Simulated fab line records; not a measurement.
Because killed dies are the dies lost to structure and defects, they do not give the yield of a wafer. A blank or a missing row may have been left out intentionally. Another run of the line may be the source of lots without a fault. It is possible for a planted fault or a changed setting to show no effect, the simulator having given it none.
Which of the tools did it? / flow n5Finfet / 30 wafers from 11 lots sampled at 6 of the route's 1938 steps

== WHAT THE GAUGES SHOWED, per wafer ==
N5_PMOS_HMC_CHANNEL_EPI_CD_MEAS_09 targets a cd of 237.4 nm.
lot=L677; measured=day 1 22:58; on=cdSem-01; cdNm (nm)=235.2 233.7 234.7
lot=L678; measured=day 2 05:01; on=cdSem-01; cdNm (nm)=236.7 237.9
lot=L679; measured=day 2 11:02; on=cdSem-02; cdNm (nm)=236.6 236.2 236.5
lot=L682; measured=day 3 05:35; on=cdSem-03; cdNm (nm)=237.4
lot=L683; measured=day 3 11:44; on=cdSem-01; cdNm (nm)=239.2 238.1 238.6
lot=L686; measured=day 4 05:22; on=cdSem-03; cdNm (nm)=236.7 237.4 235.6
lot=L687; measured=day 4 11:28; on=cdSem-01; cdNm (nm)=236.4 238.2 237.3
lot=L690; measured=day 5 05:56; on=cdSem-01; cdNm (nm)=239.2 237.8 237.2
lot=L691; measured=day 5 11:02; on=cdSem-01; cdNm (nm)=237.2 237.9 237.4
lot=L694; measured=day 6 06:16; on=cdSem-01; cdNm (nm)=235.7 236.2 237.2
lot=L695; measured=day 6 11:48; on=cdSem-02; cdNm (nm)=238.0 238.7 237.8

N5_PMOS_HMC_CHANNEL_EPI_OVL_MEAS_10.
lot=L677; measured=day 1 22:59; on=overlay-02; PMOS_HMC_BLK_OVL (nm)=-0.2 -0.2 -0.7
lot=L678; measured=day 2 05:02; on=overlay-01; PMOS_HMC_BLK_OVL (nm)=0.4 0.8
lot=L679; measured=day 2 11:05; on=overlay-02; PMOS_HMC_BLK_OVL (nm)=-0.6 0.2 -0.5
lot=L682; measured=day 3 05:37; on=overlay-01; PMOS_HMC_BLK_OVL (nm)=-1.0
lot=L683; measured=day 3 11:46; on=overlay-02; PMOS_HMC_BLK_OVL (nm)=-1.5 -0.4 -1.0
lot=L686; measured=day 4 05:23; on=overlay-01; PMOS_HMC_BLK_OVL (nm)=-1.8 -2.8 -0.4
lot=L687; measured=day 4 11:30; on=overlay-02; PMOS_HMC_BLK_OVL (nm)=-0.6 0.8 -0.1
lot=L690; measured=day 5 05:58; on=overlay-02; PMOS_HMC_BLK_OVL (nm)=0.2 0.0 -0.1
lot=L691; measured=day 5 11:04; on=overlay-02; PMOS_HMC_BLK_OVL (nm)=-1.3 -0.5 -0.6
lot=L694; measured=day 6 06:18; on=overlay-01; PMOS_HMC_BLK_OVL (nm)=0.5 0.4 0.4
lot=L695; measured=day 6 11:50; on=overlay-01; PMOS_HMC_BLK_OVL (nm)=-0.6 1.0 1.3

N5_PMOS_HMC_CHANNEL_EPI_THK_MEAS_22.
lot=L677; measured=day 2 01:19; on=filmMetro-01; HMC_CMP_THK (nm)=54.2 56.8 54.7
lot=L678; measured=day 2 07:23; on=filmMetro-02; HMC_CMP_THK (nm)=53.8 53.0
lot=L679; measured=day 2 13:23; on=filmMetro-01; HMC_CMP_THK (nm)=53.8 52.3 55.1
lot=L682; measured=day 3 08:08; on=filmMetro-02; HMC_CMP_THK (nm)=55.8
lot=L683; measured=day 3 14:06; on=filmMetro-02; HMC_CMP_THK (nm)=54.0 55.7 53.0
lot=L686; measured=day 4 07:43; on=filmMetro-02; HMC_CMP_THK (nm)=55.4 52.1 52.9
lot=L687; measured=day 4 14:13; on=filmMetro-01; HMC_CMP_THK (nm)=52.9 55.1 53.0
lot=L690; measured=day 5 08:28; on=filmMetro-02; HMC_CMP_THK (nm)=55.4 53.5 54.1
lot=L691; measured=day 5 14:20; on=filmMetro-02; HMC_CMP_THK (nm)=54.3 54.1 55.5
lot=L694; measured=day 6 09:04; on=filmMetro-02; HMC_CMP_THK (nm)=55.7 52.5 52.9
lot=L695; measured=day 6 15:19; on=filmMetro-02; HMC_CMP_THK (nm)=54.4 54.3 53.9

N5_FIN_SAQP_THK_MEAS_05.
lot=L677; measured=day 2 02:25; on=filmMetro-02; thkNm (nm)=37.7 38.3 38.7
lot=L678; measured=day 2 09:25; on=filmMetro-01; thkNm (nm)=37.6 38.7
lot=L679; measured=day 2 14:57; on=filmMetro-02; thkNm (nm)=38.1 38.1 33.6
lot=L682; measured=day 3 09:16; on=filmMetro-02; thkNm (nm)=33.4
lot=L683; measured=day 3 15:26; on=filmMetro-02; thkNm (nm)=32.8 37.2 39.0
lot=L686; measured=day 4 09:27; on=filmMetro-01; thkNm (nm)=37.4 38.7 38.1
lot=L687; measured=day 4 15:27; on=filmMetro-01; thkNm (nm)=38.3 38.3 37.4
lot=L690; measured=day 5 09:49; on=filmMetro-02; thkNm (nm)=38.4 37.5 38.7
lot=L691; measured=day 5 15:32; on=filmMetro-01; thkNm (nm)=37.2 38.6 38.6
lot=L694; measured=day 6 10:11; on=filmMetro-01; thkNm (nm)=37.8 38.0 38.3
lot=L695; measured=day 6 16:25; on=filmMetro-01; thkNm (nm)=37.4 38.1 38.4

N5_BEOL_M4_RC_MEAS_101.
lot=L677; measured=day 8 02:04; on=prober-02; DIBL_N (mV/V)=37.3 37.3 37.4; DIBL_P (mV/V)=38 40 38; IOFF_N (nA/um)=0.18 0.19 0.18; IOFF_P (nA/um)=0.23 0.27 0.22; ION_N (uA/um)=677 675 676; ION_P (uA/um)=459 465 460; SS_N (mV/dec)=72.0 72.5 72.6; SS_P (mV/dec)=73.5 74.2 73.8; VT_N (mV)=250 248 255; VT_P (mV)=-250 -248 -252
lot=L678; measured=day 8 11:52; on=prober-02; DIBL_N (mV/V)=37.4 35.7; DIBL_P (mV/V)=40 38; IOFF_N (nA/um)=0.18 0.14; IOFF_P (nA/um)=0.24 0.19; ION_N (uA/um)=675 666; ION_P (uA/um)=466 463; SS_N (mV/dec)=71.5 71.5; SS_P (mV/dec)=73.8 73.9; VT_N (mV)=248 254; VT_P (mV)=-248 -252
lot=L679; measured=day 8 20:26; on=prober-01; DIBL_N (mV/V)=35.7 33.3 37.1; DIBL_P (mV/V)=36 34 38; IOFF_N (nA/um)=0.15 0.11 0.18; IOFF_P (nA/um)=0.19 0.17 0.24; ION_N (uA/um)=673 651 669; ION_P (uA/um)=458 455 461; SS_N (mV/dec)=71.9 70.6 71.6; SS_P (mV/dec)=72.4 71.8 73.8; VT_N (mV)=253 255 248; VT_P (mV)=-250 -253 -249
lot=L682; measured=day 9 23:54; on=prober-01; DIBL_N (mV/V)=37.1; DIBL_P (mV/V)=39; IOFF_N (nA/um)=0.18; IOFF_P (nA/um)=0.23; ION_N (uA/um)=677; ION_P (uA/um)=464; SS_N (mV/dec)=71.8; SS_P (mV/dec)=73.8; VT_N (mV)=249; VT_P (mV)=-246
lot=L683; measured=day 10 05:40; on=prober-02; DIBL_N (mV/V)=35.9 37.2 33.6; DIBL_P (mV/V)=37 37 34; IOFF_N (nA/um)=0.16 0.19 0.11; IOFF_P (nA/um)=0.20 0.20 0.17; ION_N (uA/um)=667 680 659; ION_P (uA/um)=459 461 451; SS_N (mV/dec)=72.3 72.0 70.9; SS_P (mV/dec)=73.8 73.0 73.0; VT_N (mV)=251 249 255; VT_P (mV)=-252 -251 -254
lot=L686; measured=day 11 11:34; on=prober-01; DIBL_N (mV/V)=39.7 33.7 36.6; DIBL_P (mV/V)=42 34 38; IOFF_N (nA/um)=0.30 0.13 0.21; IOFF_P (nA/um)=0.37 0.19 0.29; ION_N (uA/um)=716 670 701; ION_P (uA/um)=484 461 486; SS_N (mV/dec)=72.8 72.0 71.9; SS_P (mV/dec)=74.3 72.9 74.4; VT_N (mV)=239 252 241; VT_P (mV)=-239 -251 -244
lot=L687; measured=day 11 12:04; on=prober-02; DIBL_N (mV/V)=39.0 36.6 42.2; DIBL_P (mV/V)=40 38 45; IOFF_N (nA/um)=0.23 0.17 0.37; IOFF_P (nA/um)=0.28 0.24 0.43; ION_N (uA/um)=694 672 714; ION_P (uA/um)=469 463 484; SS_N (mV/dec)=71.8 71.9 72.8; SS_P (mV/dec)=73.5 73.4 74.8; VT_N (mV)=244 249 238; VT_P (mV)=-247 -248 -242
lot=L690; measured=day 11 19:13; on=prober-02; DIBL_N (mV/V)=35.8 36.5 38.3; DIBL_P (mV/V)=36 37 38; IOFF_N (nA/um)=0.13 0.14 0.19; IOFF_P (nA/um)=0.21 0.21 0.27; ION_N (uA/um)=659 658 682; ION_P (uA/um)=465 455 471; SS_N (mV/dec)=71.9 71.5 72.0; SS_P (mV/dec)=73.3 73.3 74.3; VT_N (mV)=256 252 248; VT_P (mV)=-249 -250 -248
lot=L691; measured=day 11 18:13; on=prober-01; DIBL_N (mV/V)=39.9 39.4 39.4; DIBL_P (mV/V)=42 43 43; IOFF_N (nA/um)=0.28 0.25 0.26; IOFF_P (nA/um)=0.31 0.32 0.32; ION_N (uA/um)=702 690 686; ION_P (uA/um)=470 468 470; SS_N (mV/dec)=72.3 71.7 72.6; SS_P (mV/dec)=74.8 75.0 74.6; VT_N (mV)=242 246 243; VT_P (mV)=-245 -244 -246
lot=L694; measured=day 12 20:11; on=prober-02; DIBL_N (mV/V)=34.5 36.0 39.9; DIBL_P (mV/V)=35 35 40; IOFF_N (nA/um)=0.14 0.14 0.24; IOFF_P (nA/um)=0.21 0.20 0.28; ION_N (uA/um)=668 668 696; ION_P (uA/um)=462 459 475; SS_N (mV/dec)=70.9 71.2 71.8; SS_P (mV/dec)=73.5 73.8 74.1; VT_N (mV)=249 251 244; VT_P (mV)=-249 -250 -246
lot=L695; measured=day 13 00:09; on=prober-02; DIBL_N (mV/V)=37.6 35.7 37.4; DIBL_P (mV/V)=37 34 36; IOFF_N (nA/um)=0.19 0.16 0.20; IOFF_P (nA/um)=0.24 0.21 0.24; ION_N (uA/um)=683 667 685; ION_P (uA/um)=463 462 466; SS_N (mV/dec)=72.1 71.5 72.0; SS_P (mV/dec)=73.9 73.3 73.8; VT_N (mV)=249 249 244; VT_P (mV)=-249 -250 -250

== WHICH TOOL RAN EACH LOT (tool, then ch and the chambers of the sampled wafers, then the start) ==
lot=L677; N5_FIN_SAQP_HM_DEP_03=pecvd-04 ch 0,1,2, day 2 02:20
lot=L678; N5_FIN_SAQP_HM_DEP_03=pecvd-04 ch 0, day 2 09:20
lot=L679; N5_FIN_SAQP_HM_DEP_03=pecvd-04 ch 0,1,2, day 2 14:52
lot=L682; N5_FIN_SAQP_HM_DEP_03=pecvd-04 ch 2, day 3 09:13
lot=L683; N5_FIN_SAQP_HM_DEP_03=pecvd-04 ch 0,1,2, day 3 15:20
lot=L686; N5_FIN_SAQP_HM_DEP_03=pecvd-01 ch 1,2, day 4 09:22
lot=L687; N5_FIN_SAQP_HM_DEP_03=pecvd-03 ch 0,1,2, day 4 15:22
lot=L690; N5_FIN_SAQP_HM_DEP_03=pecvd-03 ch 0,1,2, day 5 09:44
lot=L691; N5_FIN_SAQP_HM_DEP_03=pecvd-03 ch 0,1,2, day 5 15:27
lot=L694; N5_FIN_SAQP_HM_DEP_03=pecvd-01 ch 1,2, day 6 10:05
lot=L695; N5_FIN_SAQP_HM_DEP_03=pecvd-01 ch 1,2, day 6 16:20
- N5_FIN_SAQP_HM_DEP_03: deposits SiNx from SiH4/NH3/N2, target thk 38 nm, time 33.6 s.

== AS READ BY THE TOOLS THEMSELVES (means over the sampled wafers that have a number; for cases with no such wafer, the mark the record gives instead) ==
N5_FIN_SAQP_HM_DEP_03.
lot=L677; tool=pecvd-04; heaterPowerW (W)=658; showerheadPlenumPTorr (Torr)=5.11; throttleValvePct (%)=41.3
lot=L678; tool=pecvd-04; heaterPowerW (W)=649; showerheadPlenumPTorr (Torr)=5.06; throttleValvePct (%)=42.0
lot=L679; tool=pecvd-04; heaterPowerW (W)=645; showerheadPlenumPTorr (Torr)=5.12; throttleValvePct (%)=41.3
lot=L682; tool=pecvd-04; heaterPowerW (W)=669; showerheadPlenumPTorr (Torr)=5.12; throttleValvePct (%)=41.7
lot=L683; tool=pecvd-04; heaterPowerW (W)=645; showerheadPlenumPTorr (Torr)=5.11; throttleValvePct (%)=41.6
lot=L686; tool=pecvd-01; heaterPowerW (W)=707; showerheadPlenumPTorr (Torr)=5.19; throttleValvePct (%)=37.5
lot=L687; tool=pecvd-03; heaterPowerW (W)=874; showerheadPlenumPTorr (Torr)=5.16; throttleValvePct (%)=40.2
lot=L690; tool=pecvd-03; heaterPowerW (W)=874; showerheadPlenumPTorr (Torr)=5.15; throttleValvePct (%)=40.4
lot=L691; tool=pecvd-03; heaterPowerW (W)=878; showerheadPlenumPTorr (Torr)=5.15; throttleValvePct (%)=40.3
lot=L694; tool=pecvd-01; heaterPowerW (W)=690; showerheadPlenumPTorr (Torr)=5.19; throttleValvePct (%)=40.1
lot=L695; tool=pecvd-01; heaterPowerW (W)=713; showerheadPlenumPTorr (Torr)=5.20; throttleValvePct (%)=37.6

== THE ANSWER, worked out from the rows above alone ==
Rule: the usual values come from the lots themselves. The widest of any qualifying gaps counts: lots, ordered by their means at a reading, are off when they make up no more than a third of the lots, leave a main group of 4 or more, and stand apart from it by 3 or more times the standard deviation of that group's means. A main group whose means are all the same, to the digits that the tables above print for the reading, isn't used. Also off: a lot with no number at a reading for which 4 or more lots have one. Where the step has rows for the other lots, those lots are counted as sound. The gauges are gone through in route order, then the tools' own readings, and for those a lot's mean is taken as printed above. At the first step where some lot is off, the reading lying furthest off is the one used; lots without a number count as furthest.
Off: L679, L682, L683, at N5_FIN_SAQP_THK_MEAS_05 (thkNm). Mean 38.1 nm and standard deviation 0.09 in the main group.
A tool fits if, at a process step before that reading, it ran every lot that is off, and no sound lot after the first of them. The gauges at N5_FIN_SAQP_THK_MEAS_05 are tried like those tools. One fits: pecvd-04 at N5_FIN_SAQP_HM_DEP_03. A fault onset in the window from L678 (day 2 09:20, its last sound lot) to L679 (day 2 14:52, its first lot off) fits.

== WHAT WAS PUT IN BY THE SIMULATOR ==
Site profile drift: pecvd-04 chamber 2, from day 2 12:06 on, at N5_FIN_SAQP_HM_DEP_03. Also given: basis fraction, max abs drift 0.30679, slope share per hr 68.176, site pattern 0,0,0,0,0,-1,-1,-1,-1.
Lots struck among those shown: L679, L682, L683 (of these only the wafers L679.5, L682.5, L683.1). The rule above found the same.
